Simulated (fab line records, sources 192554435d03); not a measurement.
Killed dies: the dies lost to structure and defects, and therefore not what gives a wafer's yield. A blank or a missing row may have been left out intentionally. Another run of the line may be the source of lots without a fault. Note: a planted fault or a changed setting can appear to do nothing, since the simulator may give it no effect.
Matching of chambers	flow n5_finfet	3 sister chambers for N5_ZERO_LAYER_PECVD_02 on pecvd-03
The step deposits SiO2 from SiH4/N2O, target thk 10 nm, time 6 s. 3 wafers are shown with their chamber, then 9 later ones without.

== EACH WAFER AND ITS CHAMBER ==
wafer	chamber	showerhead_plenum_p_Torr (Torr)
L086.2	0	8.05
L086.3	1	8.17
L086.4	2	8.20

== WAFERS WITH NO CHAMBER GIVEN ==
wafer	showerhead_plenum_p_Torr (Torr)
L089.2	8.06
L089.4	8.05
L089.5	8.22
L090.1	8.17
L090.2	8.06
L090.4	8.20
L096.2	8.22
L096.3	8.07
L096.5	8.17

== WHICH CHAMBER EACH ONE RAN IN ==
wafer	from the rows above	in truth
L089.2	0	0
L089.4	0	0
L089.5	2	2
L090.1	1	1
L090.2	0	0
L090.4	2	2
L096.2	2	2
L096.3	0	0
L096.5	1	1
Correctly placed: 9 of 9. From these rows, 0 cannot be placed. Number placed wrongly: 0.
How it was worked out, from the rows above alone: a wafer's distance from a chamber is the root of the sum, over the readings, of the square of ((its reading less the chamber's mean) divided by the reading's scatter). The wafer belongs to the nearest chamber; if the next one is less than 2 further off, it can't be placed. Each chamber's mean is taken over the wafers shown for it. The scatter: root of mean squared gap, hidden wafer to nearest shown wafer, with one shown wafer a chamber.
